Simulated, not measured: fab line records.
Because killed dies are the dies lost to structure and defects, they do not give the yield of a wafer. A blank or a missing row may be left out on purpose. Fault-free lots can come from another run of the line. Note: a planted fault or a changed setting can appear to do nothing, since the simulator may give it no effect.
Chamber matching + flow nandHarc + NHARC_A_WL_FILL_ETCHBACK_26 on rieSi-05 has 4 sister chambers
The step etches the open film in HBr, target depth 52 nm, time 13.3 s. 8 wafers are shown with their chamber, then 7 later ones without.

WAFERS PAIRED WITH THEIR CHAMBERS
| wafer  | chamber | biasW (W) | oesProductAu (a.u.) |
|--------|---------|-----------|---------------------|
| L531.1 | 2       | 59.99     | 1.010               |
| L532.1 | 3       | 60.07     | 1.003               |
| L534.5 | 1       | 59.94     | 0.997               |
| L535.1 | 1       | 60.11     | 1.003               |
| L535.2 | 0       | 60.12     | 0.995               |
| L535.3 | 2       | 59.82     | 0.997               |
| L537.2 | 0       | 59.67     | 1.006               |
| L537.3 | 3       | 60.01     | 0.999               |

WAFERS WITHOUT THEIR CHAMBER
| wafer  | biasW (W) | oesProductAu (a.u.) |
|--------|-----------|---------------------|
| L537.6 | 59.88     | 1.007               |
| L539.1 | 59.89     | 0.988               |
| L539.2 | 60.02     | 1.001               |
| L539.5 | 59.97     | 1.003               |
| L547.1 | 59.85     | 0.994               |
| L547.3 | 60.38     | 0.996               |
| L547.6 | 60.20     | 0.999               |

THE CHAMBER EACH PASSED THROUGH
| wafer  | from the rows above               | in truth |
|--------|-----------------------------------|----------|
| L537.6 | can't be placed: 2 or 0 or 3 or 1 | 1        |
| L539.1 | can't be placed: 0 or 1 or 3 or 2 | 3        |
| L539.2 | can't be placed: 3 or 1 or 0 or 2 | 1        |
| L539.5 | can't be placed: 2 or 3 or 1 or 0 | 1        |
| L547.1 | can't be placed: 0 or 1 or 2 or 3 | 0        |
| L547.3 | can't be placed: 3 or 1 or 0 or 2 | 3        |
| L547.6 | can't be placed: 3 or 1 or 0 or 2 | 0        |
0 of 7 placed correctly. Can't be placed from these rows: 7 (the true chamber is among the candidates in 7). Wrongly placed: 0.
How it was worked out, from the rows above alone: a wafer's distance from a chamber is the root of the sum, over the readings, of the square of ((its reading less the chamber's mean) divided by the reading's scatter). The wafer belongs to the nearest chamber; if the next one is less than 2 further off, it can't be placed. For every chamber, the mean is computed from those of its wafers that are shown. The scatter: the root of (the sum of the squares of (reading less its chamber's mean) over the shown wafers, divided by (wafers less chambers)).
